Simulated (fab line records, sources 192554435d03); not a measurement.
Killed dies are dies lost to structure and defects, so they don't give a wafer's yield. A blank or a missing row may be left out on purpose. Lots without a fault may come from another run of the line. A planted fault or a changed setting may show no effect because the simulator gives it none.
Which tool did it? | flow n5_finfet | 10 lots, 30 wafers sampled, at 5 steps of a route of 1938

WHAT THE GAUGES READ, wafer by wafer
N5_DUMMY_GATE_CD_MEAS_50: target cd 14 nm.
lot  | measured    | on        | cd_nm (nm)
L075 | day 3 09:17 | cd_sem-02 | 14.5 13.6 14.4
L077 | day 3 22:43 | cd_sem-02 | 14.0 13.4 13.7
L079 | day 4 05:37 | cd_sem-01 | 14.4 15.2 13.5
L081 | day 4 16:06 | cd_sem-02 | 13.9 15.0 14.0
L083 | day 5 06:30 | cd_sem-01 | 14.1 13.7 13.3
L085 | day 5 21:37 | cd_sem-02 | 15.3 13.8 14.1
L090 | day 6 21:26 | cd_sem-02 | 14.5 14.1 14.9
L092 | day 7 10:20 | cd_sem-01 | 15.1 12.9 15.1
L094 | day 7 23:56 | cd_sem-01 | 14.6 13.9 14.1
L096 | day 8 10:07 | cd_sem-01 | 14.1 14.0 14.1

WHICH TOOL RAN EACH LOT (tool, then ch and the chambers of the sampled wafers, then the start)
lot  | N5_DUMMY_GATE_ALD_02             | N5_DUMMY_GATE_DESCUM_20           | N5_DUMMY_GATE_ETCH_29             | N5_DUMMY_GATE_STRIP_40
L075 | ald_sin-04 ch 1,2,3, day 2 18:40 | rie_diel-03 ch 2,3, day 3 08:55   | rie_diel-03 ch 2,3, day 3 08:58   | rie_diel-01 ch 1,2, day 3 09:14
L077 | ald_sin-04 ch 1,3, day 3 07:39   | rie_diel-01 ch 0,1,3, day 3 22:20 | rie_diel-01 ch 0,1,3, day 3 22:24 | rie_diel-04 ch 1,2, day 3 22:40
L079 | ald_sin-04 ch 0,2,3, day 3 18:51 | rie_diel-03 ch 0,1,2, day 4 05:14 | rie_diel-03 ch 0,1,2, day 4 05:18 | rie_diel-03 ch 0,1,3, day 4 05:34
L081 | ald_sin-03 ch 0,1,2, day 4 06:41 | rie_diel-04 ch 1,2, day 4 15:34   | rie_diel-04 ch 1,2, day 4 15:38   | rie_diel-01 ch 0,2, day 4 16:03
L083 | ald_sin-03 ch 0,1,2, day 4 21:26 | rie_diel-03 ch 1,3, day 5 06:07   | rie_diel-03 ch 1,3, day 5 06:11   | rie_diel-03 ch 2,3, day 5 06:27
L085 | ald_sin-01 ch 2,3, day 5 12:34   | rie_diel-03 ch 0,2,3, day 5 21:13 | rie_diel-03 ch 0,2,3, day 5 21:17 | rie_diel-01 ch 0,1,3, day 5 21:34
L090 | ald_sin-04 ch 0,1,3, day 6 12:22 | rie_diel-04 ch 0,1,2, day 6 20:53 | rie_diel-04 ch 0,1,2, day 6 20:58 | rie_diel-03 ch 0,1, day 6 21:23
L092 | ald_sin-03 ch 1,2,3, day 7 01:27 | rie_diel-03 ch 0,1,2, day 7 09:58 | rie_diel-03 ch 0,1,2, day 7 10:02 | rie_diel-01 ch 1,2,3, day 7 10:17
L094 | ald_sin-04 ch 1,3, day 7 14:56   | rie_diel-03 ch 1,2,3, day 7 23:29 | rie_diel-03 ch 1,2,3, day 7 23:34 | rie_diel-01 ch 1,2, day 7 23:53
L096 | ald_sin-04 ch 0,1,3, day 8 00:44 | rie_diel-04 ch 0,1,2, day 8 09:38 | rie_diel-04 ch 0,1,2, day 8 09:42 | rie_diel-04 ch 0,1, day 8 10:04
- N5_DUMMY_GATE_ALD_02: deposits SiO2, target thk 2 nm, pulse time 1 s.
- N5_DUMMY_GATE_DESCUM_20: chemistry O2, time 6.2 s.
- N5_DUMMY_GATE_ETCH_29: etches underlayer in N2/H2, target depth 13 nm.
- N5_DUMMY_GATE_STRIP_40: strips in CF4.

THE ANSWER, worked out from the rows above alone
Rule: what is usual is taken from the lots themselves. Put in order of their means at a reading, lots are off if they are a third of the lots or fewer, leave a main group of 4 or more, and stand apart from it by a gap of 3 or more times the standard deviation of the main group's means; of several such gaps the widest counts. A main group whose means are all the same, to the digits that the tables above print for the reading, isn't used. A lot without any number at a reading at which 4 lots or more have one is off too. The other lots that the step has rows for count as sound.
No lot is off at any reading shown: from this, nothing can be told.

WHAT THE SIMULATOR HAD PUT IN
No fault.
